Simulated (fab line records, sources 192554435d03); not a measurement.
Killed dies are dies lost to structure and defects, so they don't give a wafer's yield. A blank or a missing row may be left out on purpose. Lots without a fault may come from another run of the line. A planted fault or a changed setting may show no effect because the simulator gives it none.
A struck lot beside a sound one | flow n5_finfet | 43 steps out of a route of 1938
Sound: wafers L653.4, L653.5, L653.6. Struck: wafers L646.4, L646.5, L646.6. The cause comes at the end.
At each step with rows: each side's tool, then ch and its chambers, then its first start. Under that, the readings that differ: sound wafers | struck wafers | difference of the means | sigmas: that difference in standard deviations of wafers without a fault.
alike: readings whose means differ by less than 2 such deviations, and words and numbers that are the same on both sides. not compared: withheld readings, readings that some wafer has no value for, bounds like >300 that may hide the same value, and numbers for which the record gives no deviation and whose values overlap.
The two part at a step that has a row with sigmas, a row that says differs or no value, or rows on one side only. Numbers that don't overlap but have no deviation are shown without sigmas and don't part them. A reading that every wafer of one side lacks parts them only if that side has two wafers or more.

first, 2 steps without rows for these wafers: N5_MOL_CONTACT_COAG_PRECLEAN_127 (cleans in DIW, time 57.5 s); N5_MOL_CONTACT_COAG_SRD_128 (dry time 32 s).
N5_MOL_CONTACT_COAG_CMP_52: polishes, stops on SiO2, t overpolish 1.5 s, target thk 66.5 nm.
  sound on cmp-02 ch 0,3, day 9 18:17; struck on cmp-01 ch 0,1, day 8 06:54
  alike: motor_current_A, overpolish_run_s, slurry_flow_ml_min, time_to_endpoint_s
N5_MOL_CONTACT_COAG_THK_MEAS_53:
  sound on film_metro-02, day 9 18:33; struck on film_metro-02, day 8 07:10
  alike: VIA_MOL_THK
N5_MOL_CONTACT_COAG_ANNEAL_112: time 1800 s.
  sound on hp_anneal-01 ch 0, day 9 18:34; struck on hp_anneal-01 ch 0, day 8 07:11
  alike: spike_tc_bottom_C, wafer_temp_C_max
N5_MOL_CONTACT_COAG_INSPECT_97: inspects for defects (darkfield).
  sound on defect_inspect-01, day 9 21:40; struck on defect_inspect-01, day 8 10:16
  alike: raw_defect_count
then, 2 steps without rows for these wafers: N5_BEOL_M0_SAQP_PECVD_00 (deposits SiCN from 3MS/NH3, target thk 8 nm, time 14 s); N5_BEOL_M0_SAQP_ILD_DEP_01 (deposits SiOC from DEMS/O2, target thk 45.419 nm, time 8.7 s).
N5_BEOL_M0_SAQP_HM_DEP_02: deposits TiN, target thk 12 nm.
  sound on pvd_sputter-03, day 9 23:11; struck on pvd_sputter-02, day 8 12:17
  reading                | sound          | struck         | difference | sigmas
  throttle_valve_pct (%) | 27.9 29.3 26.9 | 32.5 30.8 30.1 | +3.1       | +2
  alike: chamber_pressure_pa, susceptor_temp_C
then, 2 steps without rows for these wafers: N5_BEOL_M0_SAQP_PECVD_03 (deposits SiCN from 3MS/NH3, target thk 12 nm, time 21.1 s); N5_BEOL_M0_SAQP_PECVD_96 (deposits a-Si from SiH4/He, target thk 45 nm, time 45.2 s).
N5_BEOL_M0_SAQP_PECVD_97: deposits SiNx from SiH4/NH3/N2, target thk 23 nm, time 19.9 s.
  sound on pecvd-03 ch 0,1,2, day 9 23:25; struck on pecvd-03 ch 0,1,2, day 8 12:30
  no value came back on the struck wafers for any of 6 readings (chamber_pressure_Torr (Torr), heater_power_outer_w (W) and others); on the sound wafers chamber_pressure_Torr (Torr) reads 1.501 1.500 1.501
  not compared: since_wet_clean_h
then, 1 step without rows for these wafers: N5_BEOL_M0_SAQP_PECVD_04 (deposits a-Si from SiH4/He, target thk 60 nm, time 60.2 s).
N5_BEOL_M0_SAQP_THK_MEAS_05:
  sound on film_metro-02, day 9 23:31; struck on film_metro-01, day 8 12:37
  alike: thk_nm
then, 9 steps without rows for these wafers: N5_BEOL_M0_SAQP_HM_DEP_111 (deposits SiO2 from SiH4/N2O, target thk 12 nm, time 7.2 s); N5_BEOL_M0_SAQP_COAT_81 (time 60 s, resist thk 100 nm); N5_BEOL_M0_SAQP_COAT_82 (time 60 s, resist thk 30 nm); N5_BEOL_M0_SAQP_COAT_08 (resist thk 90 nm); N5_BEOL_M0_SAQP_EBR_10; N5_BEOL_M0_SAQP_SOFTBAKE_09 (time 60 s); N5_BEOL_M0_SAQP_EXPOSE_11 (exposes mask M0 CORE, target cd 42 nm); N5_BEOL_M0_SAQP_PEB_12 (peb time 60 s); N5_BEOL_M0_SAQP_DEVELOP_13 (develop time 30 s).
N5_BEOL_M0_SAQP_CD_MEAS_14: target cd 42.5 nm.
  sound on cd_sem-01 ch 0, day 10 00:01; struck on cd_sem-03 ch 0, day 8 12:59
  alike: cd_nm
N5_BEOL_M0_SAQP_OVL_MEAS_15:
  sound on overlay-02 ch 0, day 10 00:02; struck on overlay-02 ch 0, day 8 13:00
  alike: M0_CORE_OVL
N5_BEOL_M0_SAQP_INSPECT_16: inspects for defects (brightfield).
  sound on defect_inspect-01, day 10 00:04; struck on defect_inspect-01, day 8 13:02
  alike: raw_defect_count
then, 1 step without rows for these wafers: N5_BEOL_M0_SAQP_DESCUM_19 (chemistry O2, time 7.9 s).
N5_BEOL_M0_SAQP_ETCH_83: etches SiARC in CF4, target depth 39 nm, time 65 s.
  sound on rie_diel-05 ch 2,3, day 10 00:21; struck on rie_diel-03 ch 2,3, day 8 13:16
  alike: drypump_motor_current_A, etch_rf_on_time_s, oes_product_au, rf_vpp_V, showerhead_plenum_p_Torr, throttle_valve_pct
  not compared: rf_hours_counter_h
N5_BEOL_M0_SAQP_ETCH_84: etches SOC in N2/H2, target depth 100 nm, overetch 20 nm, time 150 s.
  sound on rie_diel-05 ch 2,3, day 10 00:24; struck on rie_diel-03 ch 2,3, day 8 13:19
  alike: drypump_motor_current_A, oes_product_au, rf_vpp_V, showerhead_plenum_p_Torr, throttle_valve_pct
  not compared: rf_hours_counter_h
then, 11 steps without rows for these wafers: N5_BEOL_M0_SAQP_STRIP_80 (strips in N2/H2); N5_BEOL_M0_SAQP_HM_OPEN_112 (chemistry CHF3/O2, target SiO2, stops on a-Si, target depth 12 nm, time 13.5 s); N5_BEOL_M0_SAQP_STRIP_113 (strips in CHF3/O2); N5_BEOL_M0_SAQP_MANDREL_ETCH_20 (etches a-Si in HBr/Cl2, stops on SiNx, target depth 60 nm, bt time 10 s, time 30 s); N5_BEOL_M0_SAQP_STRIP_86 (strips in N2/H2); N5_BEOL_M0_SAQP_STRIP_115 (strips in post etch residue remover, time 60 s); N5_BEOL_M0_SAQP_SRD_93 (time 30 s); N5_BEOL_M0_SAQP_RECESS_114 (chemistry HF/NH3, target SiO2, target depth 14.4 nm, afs cycles 3, sublimation time 60 s); N5_BEOL_M0_SAQP_SPACER1_ALD_98 (deposits SiO2, target thk 12.8 nm, pulse time 1 s, purge time 2 s); N5_BEOL_M0_SAQP_SPACER1_ETCHBACK_99 (etches SiO2 in CHF3/O2, target depth 15.4 nm, time 7.7 s); N5_BEOL_M0_SAQP_MANDREL1_REMOVE_100 (chemistry HBr/Cl2/O2, target a-Si, stops on SiNx, bt time 10 s).
N5_BEOL_M0_SAQP_CD_MEAS_25: target cd 13.1 nm.
  sound on cd_sem-02 ch 0, day 10 02:24; struck on cd_sem-03 ch 0, day 8 14:55
  alike: cd_nm
N5_BEOL_M0_SAQP_CD_MEAS_29: target cd 14.4 nm.
  sound on cd_sem-03 ch 0, day 10 04:14; struck on cd_sem-01 ch 0, day 8 16:48
  reading    | sound             | struck | difference                    | sigmas
  cd_nm (nm) | 15.47 14.64 15.09 | - - -  | no value on the struck wafers |
N5_BEOL_M4_RC_MEAS_101:
  the record has rows for the sound wafers here (prober-01 ch 0, day 12 13:04) and none for the struck ones

WHERE THEY PART
First at N5_BEOL_M0_SAQP_HM_DEP_02; last, within this record, at N5_BEOL_M4_RC_MEAS_101.

WHY: what the simulator had put in
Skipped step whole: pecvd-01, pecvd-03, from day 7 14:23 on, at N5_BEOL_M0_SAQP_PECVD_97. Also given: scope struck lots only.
